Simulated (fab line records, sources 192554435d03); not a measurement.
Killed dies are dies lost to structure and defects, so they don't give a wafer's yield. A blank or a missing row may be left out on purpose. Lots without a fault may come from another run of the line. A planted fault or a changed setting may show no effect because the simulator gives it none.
Chamber matching | flow n5_finfet | N5_BEOL_M6_ILD_DEP_00 on pecvd-01: 3 sister chambers
The step deposits SiCOH lowk from DEMS/porogen, target thk 179.75 nm, time 33.4 s. 20 wafers are shown with their chamber, then 10 later ones without.

WAFERS WITH THEIR CHAMBER
wafer  | chamber | throttle_valve_pct (%) | heater_power_w (W) | showerhead_plenum_p_Torr (Torr)
L076.1 | 1       | 14.6                   | 338                | 5.733
L076.2 | 2       | 13.4                   | 229                | 5.737
L076.4 | 1       | 14.6                   | 337                | 5.728
L075.3 | 2       | 13.6                   | 215                | 5.719
L075.4 | 0       | 13.4                   | 265                | 5.756
L075.5 | 2       | 13.1                   | 230                | 5.726
L081.2 | 2       | 13.5                   | 234                | 5.730
L081.4 | 0       | 13.7                   | 261                | 5.752
L081.5 | 2       | 13.2                   | 245                | 5.728
L082.4 | 0       | 13.9                   | 234                | 5.752
L082.5 | 1       | 14.8                   | 379                | 5.724
L082.6 | 2       | 13.5                   | 274                | 5.728
L083.1 | 1       | 14.6                   | 366                | 5.715
L083.2 | 2       | 13.6                   | 234                | 5.738
L083.6 | 0       | 13.6                   | 218                | 5.767
L085.1 | 0       | 14.0                   | 267                | 5.745
L085.3 | 2       | 13.7                   | 214                | 5.725
L085.5 | 1       | 14.7                   | 375                | 5.742
L086.1 | 0       | 13.7                   | 237                | 5.774
L086.2 | 1       | 14.6                   | 377                | 5.730

SIGNATURES (means of the wafers above)
reading                  | chamber 0 | chamber 1 | chamber 2 | scatter within a chamber
throttle_valve_pct       | 13.717    | 14.650    | 13.450    | 0.182
heater_power_w           | 247.00    | 362.00    | 234.38    | 19.5
showerhead_plenum_p_Torr | 5.75767   | 5.72867   | 5.72888   | 0.00861
Rule: a wafer's distance from a chamber is the root of the sum, over the readings, of the square of ((its reading less the chamber's mean) divided by the reading's scatter). The wafer belongs to the nearest chamber; if the next one is less than 2 further off, it can't be placed. The scatter: the root of (the sum of the squares of (reading less its chamber's mean) over the shown wafers, divided by (wafers less chambers)).

WAFERS WITHOUT THEIR CHAMBER
wafer  | throttle_valve_pct (%) | heater_power_w (W) | showerhead_plenum_p_Torr (Torr)
L086.3 | 13.3                   | 248                | 5.724
L087.1 | 14.7                   | 340                | 5.745
L087.3 | 14.7                   | 353                | 5.747
L087.4 | 13.6                   | 261                | 5.765
L092.2 | 14.4                   | 333                | 5.721
L092.3 | 13.6                   | 266                | 5.719
L092.4 | 13.7                   | 252                | 5.762
L095.2 | 13.6                   | 239                | 5.753
L095.3 | 14.6                   | 323                | 5.732
L095.4 | 13.4                   | 245                | 5.748

WHICH CHAMBER EACH WENT THROUGH
wafer  | from the rows above     | in truth
L086.3 | 2                       | 2
L087.1 | 1                       | 1
L087.3 | 1                       | 1
L087.4 | 0                       | 0
L092.2 | 1                       | 1
L092.3 | 2                       | 2
L092.4 | 0                       | 0
L095.2 | can't be placed: 0 or 2 | 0
L095.3 | 1                       | 1
L095.4 | can't be placed: 0 or 2 | 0
Placed correctly: 8 of 10. Can't be placed from these rows: 2 (the true chamber is among the candidates in 2). Placed wrongly: 0.
